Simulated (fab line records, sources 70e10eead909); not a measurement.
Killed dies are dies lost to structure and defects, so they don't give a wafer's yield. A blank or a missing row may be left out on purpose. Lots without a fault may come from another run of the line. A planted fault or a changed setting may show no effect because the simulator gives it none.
A struck lot beside a sound one | flow nand_harc | 16 steps out of a route of 1302
Sound: wafers L209.2, L209.3, L209.4. Struck: wafers L215.2, L215.3, L215.4. The cause comes at the end.
At each step with rows: each side's tool, then ch and its chambers, then its first start. Under that, the readings that differ: sound wafers | struck wafers | difference of the means | sigmas: that difference in standard deviations of wafers without a fault.
alike: readings whose means differ by less than 2 such deviations, and words and numbers that are the same on both sides. not compared: withheld readings, readings that some wafer has no value for, bounds like >300 that may hide the same value, and numbers for which the record gives no deviation and whose values overlap.
The two part at a step that has a row with sigmas, a row that says differs or no value, or rows on one side only. Numbers that don't overlap but have no deviation are shown without sigmas and don't part them. A reading that every wafer of one side lacks parts them only if that side has two wafers or more.

NHARC_A_BONDPAD_ETCH_34: etches the open film in N2/H2, target depth 60 nm, overetch 18 nm, time 65.91 s.
  sound on rie_diel-05 ch 0,2,3, day 23 23:10; struck on rie_diel-08 ch 0,1,3, day 26 18:59
  reading                | sound | struck   | difference | sigmas
  rf_hours_counter_h (h) | 3 4 3 | 17 18 15 | +13        |
  alike: drypump_motor_current_A, h2_flow_sccm, oes_product_au, rf_vpp_V, showerhead_plenum_p_Torr, throttle_valve_pct
NHARC_A_BONDPAD_ETCH_12: etches the open film in CHF3/O2, target depth 220 nm, time 110 s.
  sound on rie_diel-05 ch 0,2,3; struck on rie_diel-08 ch 0,1,2
  reading                | sound | struck   | difference | sigmas
  rf_hours_counter_h (h) | 4 3 3 | 18 15 19 | +14        |
  alike: drypump_motor_current_A, oes_product_au, rf_vpp_V, showerhead_plenum_p_Torr, throttle_valve_pct
NHARC_A_BONDPAD_CD_MEAS_13:
  sound on cd_sem-01, day 23 23:24; struck on cd_sem-01, day 26 19:13
  alike: cd_nm
then, 1 step without rows for these wafers: NHARC_A_BONDPAD_STRIP_15 (strips in O2).
NHARC_A_BONDPAD_ETCH_24: etches the open film in CF4/N2, target depth 30 nm, time 72.99 s.
  sound on rie_diel-03 ch 0,2,3; struck on rie_diel-05 ch 0,1,3
  reading                | sound    | struck | difference | sigmas
  rf_hours_counter_h (h) | 12 13 15 | 1 1 1  | -12        |
  alike: drypump_motor_current_A, oes_product_au, rf_vpp_V, showerhead_plenum_p_Torr, throttle_valve_pct
then, 1 step without rows for these wafers: NHARC_A_BONDPAD_STRIP_16 (strips in post etch residue remover, time 600 s).
NHARC_A_BONDPAD_DEGAS_25: time 60 s.
  sound on pvd_sputter-03, day 24 00:01; struck on pvd_sputter-03, day 26 19:52
  alike: heater_power_w
NHARC_A_BONDPAD_PRE_CLEAN_26: time 30 s.
  sound on pvd_sputter-03; struck on pvd_sputter-03
  alike: heater_power_w
then, 4 steps without rows for these wafers: NHARC_A_BONDPAD_PVD_17 (deposits TaN, target thk 5 nm, time 8.06 s); NHARC_A_BONDPAD_PVD_27 (deposits Cu, target thk 30 nm, time 20.49 s); NHARC_A_BONDPAD_ECD_18 (material Cu, target thk 400 nm); NHARC_A_BONDPAD_ANNEAL_28 (time 90 s).
NHARC_A_BONDPAD_CMP_19: polishes, t overpolish 30 s, cu recess touch 16 s, target thk 169.82 nm.
  sound on cmp-04 ch 0,2,3, day 24 01:06; struck on cmp-02 ch 1,2,3, day 26 20:59
  no value came back on the struck wafers for cu_recess_touch_s (s), edge_zone_pressure_frac, motor_current_A (A), overpolish_run_s (s); on the sound wafers cu_recess_touch_s (s) reads 16 16 16
NHARC_A_BONDPAD_THK_MEAS_20: measures by xrf.
  sound on film_metro-02, day 24 01:26; struck on film_metro-01, day 26 21:16
  reading     | sound             | struck            | difference | sigmas
  thk_nm (nm) | 167.0 170.4 170.2 | 391.6 396.4 397.5 | +226.0     | +99 or more
then, 1 step without rows for these wafers: NHARC_A_BONDPAD_SRD_21 (time 30 s, dry time 20 s).
NHARC_A_BONDPAD_INSPECT_23:
  sound on defect_inspect-02, day 24 01:38; struck on defect_inspect-02, day 26 21:29
  reading          | sound       | struck         | difference | sigmas
  raw_defect_count | 744 547 465 | 3366 3393 3314 | +2772      | +21

WHERE THEY PART
First at NHARC_A_BONDPAD_CMP_19; last, within this record, at NHARC_A_BONDPAD_INSPECT_23.

WHY: what the simulator had put in
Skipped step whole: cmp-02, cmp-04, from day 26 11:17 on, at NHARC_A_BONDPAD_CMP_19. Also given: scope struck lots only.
